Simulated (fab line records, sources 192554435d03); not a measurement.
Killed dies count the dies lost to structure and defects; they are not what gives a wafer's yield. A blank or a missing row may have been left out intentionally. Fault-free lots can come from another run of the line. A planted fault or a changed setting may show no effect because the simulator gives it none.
Split-lot study / flow n5_finfet / on a route of 1938 steps: 7 lots, 21 wafers read

## SPLIT DETAILS
At N5_BEOL_M5_ETCH_41 (etches SiCN in CH3F/O2, target depth 31.5 nm, time 56.7 s), the setting source_w was moved away from the recipe's 395 W on 4 of the 21 wafers read, by -17.5% to +6.4%. This setting was run at the recipe's value on the other wafers.

The reading is taken at the split's own step.

## THE READING
rf_vpp_V, in V, at N5_BEOL_M5_ETCH_41 (etches SiCN in CH3F/O2, target depth 31.5 nm, time 56.7 s). Typical for fault-free wafers on this fab line: 297.4 V, with standard deviation 1.6 V.

wafer=L074.1; tool, chamber at the split=rie_diel-02, 3; source_w as run, W=395; against the recipe=recipe; rf_vpp_V, V=299.2; against lot-mates on the recipe=-
wafer=L074.2; tool, chamber at the split=rie_diel-02, 0; source_w as run, W=372.5; against the recipe=-5.7%; rf_vpp_V, V=303.8; against lot-mates on the recipe=+4.9
wafer=L074.4; tool, chamber at the split=rie_diel-02, 1; source_w as run, W=395; against the recipe=recipe; rf_vpp_V, V=298.5; against lot-mates on the recipe=-
wafer=L077.1; tool, chamber at the split=rie_diel-03, 0; source_w as run, W=395; against the recipe=recipe; rf_vpp_V, V=296.8; against lot-mates on the recipe=-
wafer=L077.5; tool, chamber at the split=rie_diel-03, 2; source_w as run, W=395; against the recipe=recipe; rf_vpp_V, V=297.4; against lot-mates on the recipe=-
wafer=L077.6; tool, chamber at the split=rie_diel-03, 3; source_w as run, W=395; against the recipe=recipe; rf_vpp_V, V=297.4; against lot-mates on the recipe=-
wafer=L079.1; tool, chamber at the split=rie_diel-01, 3; source_w as run, W=395; against the recipe=recipe; rf_vpp_V, V=295.8; against lot-mates on the recipe=-
wafer=L079.2; tool, chamber at the split=rie_diel-01, 2; source_w as run, W=395; against the recipe=recipe; rf_vpp_V, V=299.3; against lot-mates on the recipe=-
wafer=L079.3; tool, chamber at the split=rie_diel-01, 1; source_w as run, W=395; against the recipe=recipe; rf_vpp_V, V=297.4; against lot-mates on the recipe=-
wafer=L080.1; tool, chamber at the split=rie_diel-02, 0; source_w as run, W=395; against the recipe=recipe; rf_vpp_V, V=296.4; against lot-mates on the recipe=-
wafer=L080.4; tool, chamber at the split=rie_diel-02, 1; source_w as run, W=395; against the recipe=recipe; rf_vpp_V, V=299.2; against lot-mates on the recipe=-
wafer=L080.6; tool, chamber at the split=rie_diel-02, 0; source_w as run, W=395; against the recipe=recipe; rf_vpp_V, V=296.9; against lot-mates on the recipe=-
wafer=L084.2; tool, chamber at the split=rie_diel-02, 2; source_w as run, W=325.9; against the recipe=-17.5%; rf_vpp_V, V=317.2; against lot-mates on the recipe=+18.1
wafer=L084.3; tool, chamber at the split=rie_diel-02, 1; source_w as run, W=395; against the recipe=recipe; rf_vpp_V, V=299.1; against lot-mates on the recipe=-
wafer=L084.6; tool, chamber at the split=rie_diel-02, 3; source_w as run, W=325.9; against the recipe=-17.5%; rf_vpp_V, V=319.8; against lot-mates on the recipe=+20.7
wafer=L092.1; tool, chamber at the split=rie_diel-01, 1; source_w as run, W=395; against the recipe=recipe; rf_vpp_V, V=295.6; against lot-mates on the recipe=-
wafer=L092.2; tool, chamber at the split=rie_diel-01, 0; source_w as run, W=395; against the recipe=recipe; rf_vpp_V, V=296.1; against lot-mates on the recipe=-
wafer=L092.3; tool, chamber at the split=rie_diel-01, 2; source_w as run, W=395; against the recipe=recipe; rf_vpp_V, V=299.8; against lot-mates on the recipe=-
wafer=L090.2; tool, chamber at the split=rie_diel-01, 1; source_w as run, W=420.4; against the recipe=+6.4%; rf_vpp_V, V=292.0; against lot-mates on the recipe=-5.9
wafer=L090.4; tool, chamber at the split=rie_diel-01, 0; source_w as run, W=395; against the recipe=recipe; rf_vpp_V, V=296.7; against lot-mates on the recipe=-
wafer=L090.5; tool, chamber at the split=rie_diel-01, 2; source_w as run, W=395; against the recipe=recipe; rf_vpp_V, V=299.2; against lot-mates on the recipe=-

FIT RESULTS
A straight line over all 21 wafers: rf_vpp_V changes by -1.16 V for each +1% of source_w; r = -0.98; the points scatter about the line by 1.4 V.
The same after taking each lot's own level away (the mean of its wafers on the recipe; 21 wafers): -1.09 V for each +1%; r = -0.98; scatter 1.3 V.
On that fit, the largest move of source_w shifts the reading by 19 V.
Across the lots, their own levels run from 297.17 to 299.10 V, a range of 1.2 times the standard deviation given above.
Consequently the slope shifts little with the lot-to-lot level, the two slopes agreeing.
Check: with one of the wafers moved furthest among these (-17.5%) left out of the fit, the line predicts +19.7 V for it against its lot-mates. Against them it came out at +18.1 V.
Tool readings at the split's step, against how far the setting was moved: rf_vpp_V r = -0.98.

## OTHER SPLITS APPLIED TO THESE WAFERS
Other splits were also applied to these wafers ahead of the reading. Each is held against what the fit with the lots' levels taken away leaves over:
other split on the same wafers=N5_BEOL_M5_TRENCH_ETCH_37 bias_w; wafers away from the commonest value=8; r with rf_vpp_V (lot level and that fit taken away)=+0.07

## FILE'S OWN FIT
rf_vpp_V changes by -1.07 V for each +1% of source_w, r = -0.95.
